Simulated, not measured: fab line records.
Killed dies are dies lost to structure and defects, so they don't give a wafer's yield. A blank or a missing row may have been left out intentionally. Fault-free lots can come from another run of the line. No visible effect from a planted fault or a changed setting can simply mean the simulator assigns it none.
Split-lot study || flow n5 finfet || 21 wafers read from 7 lots, route of 1938 steps

THE SPLIT
At N5_DUMMY_GATE_COAT_34 (time 60 s, resist thk 60 nm), the setting spin rpm was moved away from the recipe's 1500 rpm on 7 of the 21 wafers read, by -8.9% to +11.0%. This setting was run at the recipe's value on the other wafers.

FROM THE SPLIT TO THE READING: what the file shows between them, 9 steps
- N5_DUMMY_GATE_COAT_28: time 60 s, resist thk 10 nm (also split here: spin rpm)
- N5_DUMMY_GATE_COAT_09: resist thk 30 nm
- N5_DUMMY_GATE_EBR_11
- N5_DUMMY_GATE_ETCH_29: etches underlayer in N2/H2, target depth 13 nm
- N5_DUMMY_GATE_ETCH_36: etches SiARC in CF4, target depth 13 nm
- N5_DUMMY_GATE_ETCH_37: etches SOC in N2/H2, target depth 60 nm, overetch 30 nm
- N5_DUMMY_GATE_STRIP_38: strips in N2/H2
- N5_DUMMY_GATE_STRIP_39: strips in N2/H2
- N5_DUMMY_GATE_STRIP_40: strips in CF4

THE READING
SOC_of_DUMMY_GATE_COAT_34.thk nm (the simulator's own value, which no gauge read), in nm, at N5_DUMMY_GATE_ETCH_31 (etches SiO2 in C4F6/O2, target depth 82.5 nm, time 27.5 s). No usual value for it is given in the file. Here, 14 wafers ran the recipe; their average is 51.8 nm with a standard deviation of 0.3 nm.

{"wafer": "L081.1", "tool, chamber at the split": "litho track-01, 0", "spin rpm as run, rpm": 1500, "against the recipe": "recipe", "SOC_of_DUMMY_GATE_COAT_34.thk nm, nm": 51.6, "against lot-mates on the recipe": "-"}
{"wafer": "L081.3", "tool, chamber at the split": "litho track-01, 0", "spin rpm as run, rpm": 1500, "against the recipe": "recipe", "SOC_of_DUMMY_GATE_COAT_34.thk nm, nm": 51.6, "against lot-mates on the recipe": "-"}
{"wafer": "L081.2", "tool, chamber at the split": "litho track-01, 0", "spin rpm as run, rpm": 1665, "against the recipe": "+11.0%", "SOC_of_DUMMY_GATE_COAT_34.thk nm, nm": 49, "against lot-mates on the recipe": -2.6}
{"wafer": "L082.2", "tool, chamber at the split": "litho track-02, 0", "spin rpm as run, rpm": 1500, "against the recipe": "recipe", "SOC_of_DUMMY_GATE_COAT_34.thk nm, nm": 51.6, "against lot-mates on the recipe": "-"}
{"wafer": "L082.4", "tool, chamber at the split": "litho track-02, 0", "spin rpm as run, rpm": 1500, "against the recipe": "recipe", "SOC_of_DUMMY_GATE_COAT_34.thk nm, nm": 51.4, "against lot-mates on the recipe": "-"}
{"wafer": "L082.6", "tool, chamber at the split": "litho track-02, 0", "spin rpm as run, rpm": 1500, "against the recipe": "recipe", "SOC_of_DUMMY_GATE_COAT_34.thk nm, nm": 51.4, "against lot-mates on the recipe": "-"}
{"wafer": "L083.3", "tool, chamber at the split": "litho track-03, 0", "spin rpm as run, rpm": 1500, "against the recipe": "recipe", "SOC_of_DUMMY_GATE_COAT_34.thk nm, nm": 52.2, "against lot-mates on the recipe": "-"}
{"wafer": "L083.4", "tool, chamber at the split": "litho track-03, 0", "spin rpm as run, rpm": 1578, "against the recipe": "+5.2%", "SOC_of_DUMMY_GATE_COAT_34.thk nm, nm": 50.2, "against lot-mates on the recipe": -1.8}
{"wafer": "L083.6", "tool, chamber at the split": "litho track-03, 0", "spin rpm as run, rpm": 1500, "against the recipe": "recipe", "SOC_of_DUMMY_GATE_COAT_34.thk nm, nm": 51.8, "against lot-mates on the recipe": "-"}
{"wafer": "L086.1", "tool, chamber at the split": "litho track-01, 0", "spin rpm as run, rpm": 1500, "against the recipe": "recipe", "SOC_of_DUMMY_GATE_COAT_34.thk nm, nm": 51.8, "against lot-mates on the recipe": "-"}
{"wafer": "L086.2", "tool, chamber at the split": "litho track-01, 0", "spin rpm as run, rpm": 1500, "against the recipe": "recipe", "SOC_of_DUMMY_GATE_COAT_34.thk nm, nm": 52.2, "against lot-mates on the recipe": "-"}
{"wafer": "L086.3", "tool, chamber at the split": "litho track-01, 0", "spin rpm as run, rpm": 1655, "against the recipe": "+10.3%", "SOC_of_DUMMY_GATE_COAT_34.thk nm, nm": 49.2, "against lot-mates on the recipe": -2.8}
{"wafer": "L087.1", "tool, chamber at the split": "litho track-03, 0", "spin rpm as run, rpm": 1420, "against the recipe": "-5.3%", "SOC_of_DUMMY_GATE_COAT_34.thk nm, nm": 53.4, "against lot-mates on the recipe": "+1.4"}
{"wafer": "L087.2", "tool, chamber at the split": "litho track-03, 0", "spin rpm as run, rpm": 1500, "against the recipe": "recipe", "SOC_of_DUMMY_GATE_COAT_34.thk nm, nm": 52, "against lot-mates on the recipe": "-"}
{"wafer": "L087.3", "tool, chamber at the split": "litho track-03, 0", "spin rpm as run, rpm": 1420, "against the recipe": "-5.3%", "SOC_of_DUMMY_GATE_COAT_34.thk nm, nm": 53.8, "against lot-mates on the recipe": "+1.8"}
{"wafer": "L088.1", "tool, chamber at the split": "litho track-02, 0", "spin rpm as run, rpm": 1500, "against the recipe": "recipe", "SOC_of_DUMMY_GATE_COAT_34.thk nm, nm": 51.8, "against lot-mates on the recipe": "-"}
{"wafer": "L088.4", "tool, chamber at the split": "litho track-02, 0", "spin rpm as run, rpm": 1500, "against the recipe": "recipe", "SOC_of_DUMMY_GATE_COAT_34.thk nm, nm": 52.4, "against lot-mates on the recipe": "-"}
{"wafer": "L088.6", "tool, chamber at the split": "litho track-02, 0", "spin rpm as run, rpm": 1378, "against the recipe": "-8.1%", "SOC_of_DUMMY_GATE_COAT_34.thk nm, nm": 54.4, "against lot-mates on the recipe": "+2.3"}
{"wafer": "L090.2", "tool, chamber at the split": "litho track-02, 0", "spin rpm as run, rpm": 1367, "against the recipe": "-8.9%", "SOC_of_DUMMY_GATE_COAT_34.thk nm, nm": 55.2, "against lot-mates on the recipe": "+3.6"}
{"wafer": "L090.4", "tool, chamber at the split": "litho track-02, 0", "spin rpm as run, rpm": 1500, "against the recipe": "recipe", "SOC_of_DUMMY_GATE_COAT_34.thk nm, nm": 51.6, "against lot-mates on the recipe": "-"}
{"wafer": "L090.6", "tool, chamber at the split": "litho track-02, 0", "spin rpm as run, rpm": 1500, "against the recipe": "recipe", "SOC_of_DUMMY_GATE_COAT_34.thk nm, nm": 51.6, "against lot-mates on the recipe": "-"}

THE FIT
A straight line over all 21 wafers: SOC_of_DUMMY_GATE_COAT_34.thk nm changes by -0.299 nm for each +1% of spin rpm; r = -0.97; the points scatter about the line by 0.35 nm.
The same after taking each lot's own level away (the mean of its wafers on the recipe; 21 wafers): -0.295 nm for each +1%; r = -0.98; scatter 0.31 nm.
On that fit, the largest move of spin rpm shifts the reading by 3.2 nm.
The lots' own levels span 51.47 to 52.10 nm, that is 2.1 times the standard deviation above.
The two slopes are in agreement: the lot-to-lot level therefore moves the slope only a little.
Check: with one of the wafers moved furthest among these (+11.0%) left out of the fit, the line predicts -3.43 nm for it against its lot-mates. Against them it came out at -2.6 nm.

FURTHER SPLITS ON THESE WAFERS
Before the reading, these wafers also passed through other splits. Each is held against what the fit with the lots' levels taken away leaves over:
{"other split on the same wafers": "N5_PMOS_HMC_CHANNEL_EPI_PEB_07 peb temp c", "wafers away from the commonest value": 7, "r with SOC_of_DUMMY_GATE_COAT_34.thk nm (lot level and that fit taken away)": "+0.13"}
{"other split on the same wafers": "N5_PMOS_HMC_CHANNEL_EPI_DEVELOP_08 develop time s", "wafers away from the commonest value": 6, "r with SOC_of_DUMMY_GATE_COAT_34.thk nm (lot level and that fit taken away)": -0.14}
{"other split on the same wafers": "N5_FIN_SAQP_SPACER1_ALD_24 ald cycles", "wafers away from the commonest value": 6, "r with SOC_of_DUMMY_GATE_COAT_34.thk nm (lot level and that fit taken away)": -0.02}
{"other split on the same wafers": "N5_FIN_SAQP_COAT_68 spin rpm", "wafers away from the commonest value": 4, "r with SOC_of_DUMMY_GATE_COAT_34.thk nm (lot level and that fit taken away)": -0.07}
{"other split on the same wafers": "N5_DUMMY_GATE_COAT_28 spin rpm", "wafers away from the commonest value": 3, "r with SOC_of_DUMMY_GATE_COAT_34.thk nm (lot level and that fit taken away)": -0.27}

THE WHOLE CHAIN: every reading that the file lists as answering this split, in the file's order
{"step": "N5_DUMMY_GATE_COAT_34", "what it does": "time 60 s, resist thk 60 nm", "reading": "SOC_of_DUMMY_GATE_COAT_34.thk nm (the simulator's own value, which no gauge read)", "change (the file's fit)": "-0.301 nm for each +1% of the setting", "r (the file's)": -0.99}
{"step": "N5_DUMMY_GATE_ETCH_37", "what it does": "etches SOC in N2/H2, target depth 60 nm, overetch 30 nm", "reading": "etch.depth nm (the simulator's own value, which no gauge read)", "change (the file's fit)": "-0.302 nm for each +1% of the setting", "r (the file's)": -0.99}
{"step": "N5_DUMMY_GATE_ETCH_31", "what it does": "etches SiO2 in C4F6/O2, target depth 82.5 nm, time 27.5 s", "reading": "SOC_of_DUMMY_GATE_COAT_34.thk nm (the simulator's own value, which no gauge read)", "change (the file's fit)": "-0.294 nm for each +1% of the setting", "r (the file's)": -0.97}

THE FILE'S OWN FIT
SOC_of_DUMMY_GATE_COAT_34.thk nm changes by -0.294 nm for each +1% of spin rpm, r = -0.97.
